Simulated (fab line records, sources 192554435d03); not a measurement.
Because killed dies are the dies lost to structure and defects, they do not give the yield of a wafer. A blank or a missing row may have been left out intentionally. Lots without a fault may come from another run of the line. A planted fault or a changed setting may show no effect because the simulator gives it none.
One fault seen from 2 desks | flow n5Finfet | numbers are kept per desk, each desk with only its own; the story behind them comes last

== TOOL OWNER'S DESK, pvdSputter-02 ==
The tool's own readings at N5_BEOL_M9_SPUTTER_48 (material Cu, target thk 12 nm, time 2 s): means of the sampled wafers that have a number, for each lot that ran on this tool. Marked OUT: a lot whose mean sits more than 4 standard deviations from the usual mean, which makes it out of limits; the brackets give that distance.
Columns: A = throttleValvePct at N5_BEOL_M9_SPUTTER_48, usual 30.2 %
lot  | first seen here | A
L803 | day 10 18:28    | 31.6
L807 | day 11 15:33    | 31.3
L809 | day 12 17:34    | 30.7
L810 | day 12 18:07    | 31.0
L811 | day 12 23:39    | 30.9
L817 | day 14 05:49    | 30.8
L819 | day 14 23:15    | 30.9
Result from this desk: across the 7 lots, nothing is out of limits.

== THE METROLOGY DESK ==
What the gauges read, lot by lot, whatever tool the lot ran on: means of the sampled wafers that have a number. Marked OUT: a lot whose mean sits more than 4 standard deviations from the usual mean, which makes it out of limits; the brackets give that distance.
Columns: A = cdNm at N5_PASSIVATION_CD_MEAS_10, usual 2999.1 nm
lot  | first seen here | A
L799 | day 12 16:14    | 2999.3
L803 | day 13 00:49    | 2999.8
L807 | day 13 14:00    | 2999.1
L810 | day 14 12:34    | 2997.1
L809 | day 14 17:08    | 2998.4
L811 | day 14 20:33    | 2998.3
L812 | day 15 03:56    | 2998.3
L816 | day 15 18:34    | 2999.2
L817 | day 16 04:08    | 2999.5
L819 | day 16 21:23    | 2998.6
L822 | day 17 20:40    | 2999.1
Result from this desk: across the 11 lots, nothing is out of limits.

== ALL TOGETHER ==
The desk of the tool owner found nothing out of limits.
From the metrology desk's view, nothing was out of limits.

== WHAT THE SIMULATOR HAD PUT IN ==
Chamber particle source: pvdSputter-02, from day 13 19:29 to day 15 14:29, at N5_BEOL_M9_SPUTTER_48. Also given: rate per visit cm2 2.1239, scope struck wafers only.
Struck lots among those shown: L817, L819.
